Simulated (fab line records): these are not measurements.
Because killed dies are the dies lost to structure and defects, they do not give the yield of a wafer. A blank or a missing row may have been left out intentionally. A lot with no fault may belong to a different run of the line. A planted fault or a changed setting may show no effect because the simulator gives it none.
Matching of chambers ; flow n5 finfet ; 4 sister chambers for N5_BEOL_M15_DESCUM_15 on rie diel-06
The step chemistry O2, time 7.9 s. 4 wafers are shown with their chamber, then 7 later ones without.

## WAFERS PAIRED WITH THEIR CHAMBERS
wafer;chamber;throttle valve pct (%)
L080.1;0;20.83
L084.2;1;20.23
L084.6;2;20.33
L088.5;3;20.52

## WAFERS WHOSE CHAMBER IS MISSING
wafer;throttle valve pct (%)
L088.6;20.34
L093.2;20.50
L093.3;20.27
L093.4;20.36
L094.3;20.38
L094.4;20.54
L094.6;20.54

## WHICH CHAMBER EACH ONE RAN IN
wafer;from the rows above;in truth
L088.6;2;2
L093.2;3;3
L093.3;can't be placed: 1 or 2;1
L093.4;2;2
L094.3;2;2
L094.4;3;3
L094.6;3;3
6 of 7 placed correctly. Cannot be placed on the basis of these rows: 1; the candidates contain the true chamber in 1. Placed wrongly: 0.
How it was worked out, from the rows above alone: a wafer's distance from a chamber is the root of the sum, over the readings, of the square of ((its reading less the chamber's mean) divided by the reading's scatter). The wafer belongs to the nearest chamber; if the next one is less than 2 further off, it can't be placed. Each chamber's mean is taken over the wafers shown for it. The scatter (one wafer shown for each chamber): square how far every hidden wafer sits from the nearest shown wafer, average those squares and take the square root.
